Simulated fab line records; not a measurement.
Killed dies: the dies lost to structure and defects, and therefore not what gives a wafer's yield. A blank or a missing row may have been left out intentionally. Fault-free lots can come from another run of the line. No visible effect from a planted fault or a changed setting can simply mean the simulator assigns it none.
Matching of chambers    flow n5_finfet    rie_diel-01 running N5_BEOL_M5_ETCH_62: 4 sister chambers
The step etches SOC in N2/H2, target depth 75 nm, overetch 15 nm, time 112.5 s. 27 wafers are shown with their chamber, then 12 later ones without.

WAFERS PAIRED WITH THEIR CHAMBERS
wafer   chamber  throttle_valve_pct (%)  showerhead_plenum_p_Torr (Torr)  drypump_motor_current_A (A)
L074.2  3        17.2                    2.57                             5.87
L074.3  0        17.3                    2.47                             5.69
L074.5  3        17.2                    2.57                             5.88
L076.1  2        18.2                    2.63                             5.66
L076.5  3        17.2                    2.57                             5.88
L076.6  2        18.2                    2.63                             5.66
L083.1  2        18.2                    2.63                             5.66
L083.2  0        17.4                    2.46                             5.65
L083.5  3        17.2                    2.57                             5.83
L079.1  0        17.4                    2.46                             5.69
L079.2  3        17.2                    2.56                             5.87
L079.3  2        18.2                    2.63                             5.65
L085.3  2        18.2                    2.63                             5.67
L085.5  3        17.2                    2.56                             5.83
L085.6  2        18.2                    2.63                             5.66
L088.1  1        17.9                    2.58                             6.12
L088.2  0        17.4                    2.46                             5.69
L088.4  3        17.2                    2.56                             5.85
L087.4  2        18.2                    2.62                             5.68
L087.5  3        17.2                    2.56                             5.86
L087.6  0        17.4                    2.46                             5.65
L091.1  0        17.4                    2.45                             5.69
L091.3  1        18.0                    2.58                             6.09
L091.6  1        18.0                    2.58                             6.12
L092.3  0        17.4                    2.45                             5.71
L092.4  0        17.4                    2.45                             5.74
L092.5  1        18.0                    2.57                             6.13

SIGNATURES (averages over the wafers above)
reading                   chamber 0  chamber 1  chamber 2  chamber 3  scatter within a chamber
throttle_valve_pct        17.387     17.975     18.200     17.200     0.0266
showerhead_plenum_p_Torr  2.4575     2.5775     2.6286     2.5650     0.00556
drypump_motor_current_A   5.6888     6.1150     5.6629     5.8587     0.0213
Rule: a wafer lies at a distance from a chamber equal to the root of the sum of squares, over the readings, of (its reading less the chamber's mean, divided by the reading's scatter). If the next closest chamber is less than 2 further off than the closest, the wafer can't be placed; otherwise it belongs to the closest. The scatter is the square root of a quotient: the sum, over the shown wafers, of each reading's squared deviation from its chamber's mean, divided by wafers minus chambers.

WAFERS WHOSE CHAMBER IS MISSING
wafer   throttle_valve_pct (%)  showerhead_plenum_p_Torr (Torr)  drypump_motor_current_A (A)
L094.1  17.4                    2.45                             5.67
L094.2  18.0                    2.57                             6.11
L094.3  17.3                    2.55                             5.86
L094.4  17.4                    2.45                             5.64
L094.5  17.3                    2.55                             5.86
L094.6  18.0                    2.57                             6.10
L095.1  17.4                    2.45                             5.69
L095.5  18.0                    2.57                             6.12
L095.6  17.3                    2.55                             5.83
L097.1  17.4                    2.45                             5.70
L097.3  17.8                    2.62                             5.67
L097.5  17.4                    2.45                             5.69

THE CHAMBER EACH PASSED THROUGH
wafer   from the rows above  in truth
L094.1  0                    0
L094.2  1                    1
L094.3  3                    3
L094.4  0                    0
L094.5  3                    3
L094.6  1                    1
L095.1  0                    0
L095.5  1                    1
L095.6  3                    3
L097.1  0                    0
L097.3  2                    2
L097.5  0                    0
Placed correctly: 12 of 12. Number that these rows cannot place: 0. Wrongly placed: 0.
